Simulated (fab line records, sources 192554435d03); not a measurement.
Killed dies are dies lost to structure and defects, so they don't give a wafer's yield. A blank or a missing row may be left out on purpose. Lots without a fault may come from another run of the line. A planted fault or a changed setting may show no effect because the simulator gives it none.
Chamber matching | flow n5_finfet | N5_BEOL_M5_CURE_79 on uv_cure-02: 3 sister chambers
The step cures SiCOH lowk, time 240 s. 3 wafers are shown with their chamber, then 10 later ones without.

WAFERS WITH THEIR CHAMBER
wafer  | chamber | wafer_temp_C_max
L079.5 | 1       | 386.9
L082.4 | 2       | 386.6
L090.3 | 0       | 386.0

WAFERS WITHOUT THEIR CHAMBER
wafer  | wafer_temp_C_max
L090.5 | 386.1
L091.3 | 387.1
L091.5 | 386.0
L091.6 | 386.7
L092.1 | 386.4
L092.2 | 386.7
L092.3 | 386.2
L096.1 | 386.0
L096.4 | 386.3
L096.5 | 385.9

WHICH CHAMBER EACH WENT THROUGH
wafer  | from the rows above          | in truth
L090.5 | 0                            | 0
L091.3 | can't be placed: 1 or 2      | 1
L091.5 | 0                            | 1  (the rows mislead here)
L091.6 | can't be placed: 2 or 1      | 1
L092.1 | can't be placed: 2 or 0 or 1 | 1
L092.2 | can't be placed: 2 or 1      | 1
L092.3 | can't be placed: 0 or 2      | 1
L096.1 | 0                            | 0
L096.4 | can't be placed: 0 or 2 or 1 | 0
L096.5 | 0                            | 0
Placed correctly: 3 of 10. Can't be placed from these rows: 6 (the true chamber is among the candidates in 5). Placed wrongly: 1.
How it was worked out, from the rows above alone: a wafer's distance from a chamber is the root of the sum, over the readings, of the square of ((its reading less the chamber's mean) divided by the reading's scatter). The wafer belongs to the nearest chamber; if the next one is less than 2 further off, it can't be placed. A chamber's mean is the mean of its shown wafers. The scatter: with one shown wafer a chamber, the root of the mean of the squares of how far each hidden wafer lies from its nearest shown one.
